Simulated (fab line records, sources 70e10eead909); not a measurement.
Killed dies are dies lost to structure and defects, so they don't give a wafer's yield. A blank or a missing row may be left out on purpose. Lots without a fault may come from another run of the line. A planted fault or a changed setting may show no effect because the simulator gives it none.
Which tool did it? | flow nand_harc | 11 lots, 33 wafers sampled, at 6 steps of a route of 1159

WHAT THE GAUGES READ, wafer by wafer
NHARC_P_M2_CD_MEAS_09: target cd 170 nm. Usual: cd_nm 169.9 nm, standard deviation 0.53.
lot  | measured     | on        | cd_nm (nm)        | flag
L550 | day 6 15:13  | cd_sem-02 | 169.3 169.6 169.6 |
L552 | day 7 00:37  | cd_sem-01 | 169.5 169.5 169.9 |
L553 | day 7 08:25  | cd_sem-02 | 170.4 169.6 169.8 |
L554 | day 7 08:52  | cd_sem-01 | 170.1 169.2 169.7 |
L565 | day 10 03:53 | cd_sem-01 | 170.2 169.6 169.7 |
L566 | day 10 04:40 | cd_sem-02 | 169.5 169.4 169.9 |
L564 | day 10 05:13 | cd_sem-03 | 171.5 170.9 171.5 |
L567 | day 10 13:30 | cd_sem-01 | 169.4 169.9 169.3 |
L568 | day 10 14:58 | cd_sem-03 | 170.3 170.0 171.3 |
L570 | day 11 11:02 | cd_sem-01 | 170.0 170.4 169.9 |
L571 | day 11 12:28 | cd_sem-02 | 170.2 170.6 171.2 |

NHARC_END_SORT_01. Usual: defect_limited_yield 95.5 %, standard deviation 1.4; killed_at_array 27, standard deviation 9.8; killed_at_other 0.6, standard deviation 0.83; killed_at_periphery 3.5, standard deviation 2.4; killed_dies 31, standard deviation 9.6; killed_open 3.1, standard deviation 1.9; killed_short 2.0, standard deviation 1.5; sort_bin_2_pct 1.4 %, standard deviation 0.6; sort_bin_3_pct 0.26 %, standard deviation 0.23; sort_bin_4_pct 2.8 %, standard deviation 0.89; sort_n_pass 646, standard deviation 9.6; sort_rim_yield_pct 96.6 %, standard deviation 2.5; sort_yield_pct 95.5 %, standard deviation 1.4.
lot  | measured     | on        | defect_limited_yield (%) | killed_at_array | killed_at_other | killed_at_periphery | killed_dies | killed_open | killed_short | sort_bin_2_pct (%) | sort_bin_3_pct (%) | sort_bin_4_pct (%) | sort_n_pass | sort_rim_yield_pct (%) | sort_yield_pct (%) | flag
L550 | day 20 10:29 | prober-02 | 96.9 95.7 96.3           | 16 26 21        | 1 2 0           | 4 1 4               | 21 29 25    | 2 5 4       | 1 2 5        | 1.0 1.0 1.0        | 0 0.15 0.15        | 2.1 3.1 2.5        | 656 648 652 | 94.3 97.2 94.3         | 96.9 95.7 96.3     |
L552 | day 20 18:26 | prober-02 | 93.6 94.8 94.8           | 34 32 30        | 4 2 2           | 5 1 3               | 43 35 35    | 3 2 1       | 2 1 1        | 2.5 1.3 1.6        | 0 0.15 0.44        | 3.8 3.7 3.1        | 634 642 642 | 99.1 100.0 94.3        | 93.6 94.8 94.8     |
L553 | day 21 12:07 | prober-01 | 95.7 96.8 96.2           | 24 20 21        | 1 0 0           | 4 2 5               | 29 22 26    | 2 2 2       | 4 1 2        | 0.7 0.9 1.0        | 0.30 0 0           | 3.2 2.4 2.8        | 648 655 651 | 94.3 99.1 96.2         | 95.7 96.8 96.2     |
L554 | day 21 02:14 | prober-02 | 95.4 94.4 93.1           | 30 34 37        | 0 0 1           | 1 4 9               | 31 38 47    | 0 4 5       | 1 5 3        | 1.6 1.9 2.2        | 0.30 0.15 0.15     | 2.7 3.5 4.6        | 646 639 630 | 99.1 97.2 96.2         | 95.4 94.4 93.1     |
L565 | day 24 07:40 | prober-01 | 95.6 93.6 96.3           | 26 41 22        | 0 0 0           | 4 2 3               | 30 43 25    | 7 8 2       | 2 3 3        | 1.5 2.2 1.0        | 0.44 0.15 0        | 2.5 4.0 2.7        | 647 634 652 | 100.0 92.5 98.1        | 95.6 93.6 96.3     |
L566 | day 23 23:45 | prober-01 | 95.6 93.1 94.7           | 29 45 34        | 0 1 0           | 1 1 2               | 30 47 36    | 3 2 3       | 2 2 4        | 1.9 2.2 1.8        | 0.44 0.30 0.15     | 2.1 4.4 3.4        | 647 630 641 | 92.5 95.3 96.2         | 95.6 93.1 94.7     |
L564 | day 24 15:25 | prober-02 | 97.6 96.9 98.2           | 15 17 10        | 0 1 0           | 1 3 2               | 16 21 12    | 1 6 2       | 2 2 1        | 0.6 1.0 0.7        | 0 0 0              | 1.8 2.1 1.0        | 661 656 665 | 93.4 98.1 99.1         | 97.6 96.9 98.2     |
L567 | day 24 16:15 | prober-01 | 95.1 95.3 95.1           | 27 28 28        | 0 0 0           | 6 4 5               | 33 32 33    | 2 1 2       | 4 4 1        | 1.3 1.5 1.8        | 0.30 0.15 0        | 3.2 3.1 3.1        | 644 645 644 | 100.0 99.1 96.2        | 95.1 95.3 95.1     |
L568 | day 24 07:34 | prober-02 | 95.7 96.3 95.9           | 26 23 26        | 0 2 0           | 3 0 2               | 29 25 28    | 4 1 2       | 1 3 3        | 1.0 0.7 1.2        | 0.15 0.30 0.30     | 3.1 2.7 2.7        | 648 652 649 | 94.3 93.4 98.1         | 95.7 96.3 95.9     |
L570 | day 25 07:02 | prober-01 | 95.7 95.7 96.8           | 21 21 14        | 1 0 2           | 7 8 6               | 29 29 22    | 5 2 2       | 5 3 1        | 1.2 1.2 1.0        | 0.15 0.15 0.15     | 3.0 3.0 2.1        | 648 648 655 | 96.2 97.2 95.3         | 95.7 95.7 96.8     |
L571 | day 25 07:52 | prober-02 | 93.2 93.9 95.1           | 43 39 28        | 1 1 1           | 2 1 4               | 46 41 33    | 8 2 4       | 4 2 2        | 3.1 1.9 1.5        | 0.15 0.30 0.30     | 3.5 3.8 3.1        | 631 636 644 | 91.5 97.2 90.6         | 93.2 93.9 95.1     |

WHICH TOOL RAN EACH LOT (tool, then ch and the chambers of the sampled wafers, then the start)
lot  | NHARC_P_M1_PRE_CLEAN_30                 | NHARC_P_M2_PEB_07                 | NHARC_P_M2_ETCH_35                 | NHARC_P_M2_DEGAS_29
L550 | pvd_sputter-02, day 6 15:08 or earlier  | litho_track-04 ch 0, day 6 15:08  | rie_diel-05 ch 0,1,3, day 6 15:29  | pvd_sputter-01, day 6 16:25
L552 | pvd_sputter-01, day 7 00:32 or earlier  | litho_track-06 ch 0, day 7 00:32  | rie_diel-04 ch 0,1,2, day 7 00:54  | pvd_sputter-01, day 7 02:18
L553 | pvd_sputter-02, day 7 08:20 or earlier  | litho_track-06 ch 0, day 7 08:20  | rie_diel-04 ch 2,3, day 7 08:41    | pvd_sputter-01, day 7 09:37
L554 | pvd_sputter-01, day 7 08:47 or earlier  | litho_track-04 ch 0, day 7 08:47  | rie_diel-13 ch 1,2,3, day 7 09:08  | pvd_sputter-03, day 7 10:04
L565 | pvd_sputter-01, day 10 03:49 or earlier | litho_track-06 ch 0, day 10 03:49 | rie_diel-04 ch 0,3, day 10 04:11   | pvd_sputter-03, day 10 05:14
L566 | pvd_sputter-03, day 10 04:35 or earlier | litho_track-01 ch 0, day 10 04:35 | rie_diel-04 ch 0,2, day 10 04:58   | pvd_sputter-01, day 10 05:59
L564 | pvd_sputter-01, day 10 05:08 or earlier | litho_track-04 ch 0, day 10 05:08 | rie_diel-04 ch 0,3, day 10 05:37   | pvd_sputter-01, day 10 06:38
L567 | pvd_sputter-02, day 10 13:25 or earlier | litho_track-01 ch 0, day 10 13:25 | rie_diel-04 ch 1,2,3, day 10 13:46 | pvd_sputter-03, day 10 14:45
L568 | pvd_sputter-02, day 10 14:54 or earlier | litho_track-01 ch 0, day 10 14:54 | rie_diel-13 ch 1,2,3, day 10 15:15 | pvd_sputter-03, day 10 16:12
L570 | pvd_sputter-03, day 11 10:58 or earlier | litho_track-01 ch 0, day 11 10:58 | rie_diel-04 ch 0,1,2, day 11 11:19 | pvd_sputter-01, day 11 12:14
L571 | pvd_sputter-02, day 11 12:23 or earlier | litho_track-01 ch 0, day 11 12:23 | rie_diel-04 ch 0,2,3, day 11 12:46 | pvd_sputter-03, day 11 13:42
- NHARC_P_M1_PRE_CLEAN_30: time 30 s.
- NHARC_P_M2_PEB_07: peb time 65 s.
- NHARC_P_M2_ETCH_35: etches the open film in N2/H2, target depth 40 nm, overetch 12 nm, time 43.94 s.
- NHARC_P_M2_DEGAS_29: time 60 s.

WHAT THE TOOLS THEMSELVES READ (means of the sampled wafers that have a number; where no wafer has one, the mark that the record gives instead)
NHARC_P_M1_PRE_CLEAN_30. Usual: heater_power_w 401 W, standard deviation 35.
lot  | tool           | heater_power_w (W) | flag
L550 | pvd_sputter-02 | 428                |
L552 | pvd_sputter-01 | 379                |
L553 | pvd_sputter-02 | 388                |
L554 | pvd_sputter-01 | 398                |
L565 | pvd_sputter-01 | 436                |
L566 | pvd_sputter-03 | 366                |
L564 | pvd_sputter-01 | 397                |
L567 | pvd_sputter-02 | 393                |
L568 | pvd_sputter-02 | 397                |
L570 | pvd_sputter-03 | 374                |
L571 | pvd_sputter-02 | 422                |

NHARC_P_M2_PEB_07. Usual: heater_power_total_W 156.6 W, standard deviation 0.44.
lot  | tool           | heater_power_total_W (W) | flag
L550 | litho_track-04 | 156.5                    |
L552 | litho_track-06 | 156.2                    |
L553 | litho_track-06 | 156.4                    |
L554 | litho_track-04 | 156.7                    |
L565 | litho_track-06 | 156.4                    |
L566 | litho_track-01 | 156.5                    |
L564 | litho_track-04 | 156.9                    |
L567 | litho_track-01 | 156.9                    |
L568 | litho_track-01 | 156.5                    |
L570 | litho_track-01 | 156.6                    |
L571 | litho_track-01 | 156.4                    |

NHARC_P_M2_ETCH_35. Usual: drypump_motor_current_A 5.8 A, standard deviation 0.58; oes_product_au 0.999 a.u., standard deviation 0.0082; rf_vpp_V 430.6 V, standard deviation 1.6; showerhead_plenum_p_Torr 2.04 Torr, standard deviation 0.053; throttle_valve_pct 14.172 %, standard deviation 0.0094.
lot  | tool        | drypump_motor_current_A (A) | oes_product_au (a.u.) | rf_vpp_V (V) | showerhead_plenum_p_Torr (Torr) | throttle_valve_pct (%) | flag
L550 | rie_diel-05 | 5.6                         | 0.995                 | 429.6        | 2.00                            | 14.178                 |
L552 | rie_diel-04 | 5.9                         | 0.999                 | 431.8        | 2.07                            | 14.171                 |
L553 | rie_diel-04 | 5.9                         | 0.999                 | 431.8        | 2.08                            | 14.165                 |
L554 | rie_diel-13 | 6.0                         | 1.004                 | 428.0        | 1.94                            | 14.176                 |
L565 | rie_diel-04 | 5.7                         | 1.003                 | 430.7        | 2.05                            | 14.174                 |
L566 | rie_diel-04 | 6.3                         | 0.997                 | 431.3        | 2.07                            | 14.168                 |
L564 | rie_diel-04 | 5.9                         | 1.000                 | 429.5        | 2.05                            | 14.171                 |
L567 | rie_diel-04 | 5.8                         | 1.005                 | 431.3        | 2.07                            | 14.179                 |
L568 | rie_diel-13 | 6.0                         | 0.984                 | 427.8        | 1.93                            | 14.180                 |
L570 | rie_diel-04 | 5.9                         | 1.004                 | 431.7        | 2.07                            | 14.171                 |
L571 | rie_diel-04 | 6.1                         | 1.002                 | 431.1        | 2.07                            | 14.174                 |

NHARC_P_M2_DEGAS_29. Usual: heater_power_w 317 W, standard deviation 22.
lot  | tool           | heater_power_w (W) | flag
L550 | pvd_sputter-01 | 327                |
L552 | pvd_sputter-01 | 313                |
L553 | pvd_sputter-01 | 315                |
L554 | pvd_sputter-03 | 309                |
L565 | pvd_sputter-03 | 313                |
L566 | pvd_sputter-01 | 306                |
L564 | pvd_sputter-01 | 332                |
L567 | pvd_sputter-03 | 311                |
L568 | pvd_sputter-03 | 313                |
L570 | pvd_sputter-01 | 302                |
L571 | pvd_sputter-03 | 317                |

THE ANSWER, worked out from the rows above alone
Rule: a lot is off if the mean of its wafers that have a number lies more than 3 standard deviations from the usual mean. A lot without any number at a reading at which 4 lots or more have one is off too. The other lots that the step has rows for count as sound. The gauges are gone through in route order, then the tools' own readings, and for those a lot's mean is taken as printed above. The first step at which some lot is off is used, and at that step the reading that is off furthest; a lot without a number counts as furthest.
No lot is off at any reading shown: from this, nothing can be told.

WHAT THE SIMULATOR HAD PUT IN
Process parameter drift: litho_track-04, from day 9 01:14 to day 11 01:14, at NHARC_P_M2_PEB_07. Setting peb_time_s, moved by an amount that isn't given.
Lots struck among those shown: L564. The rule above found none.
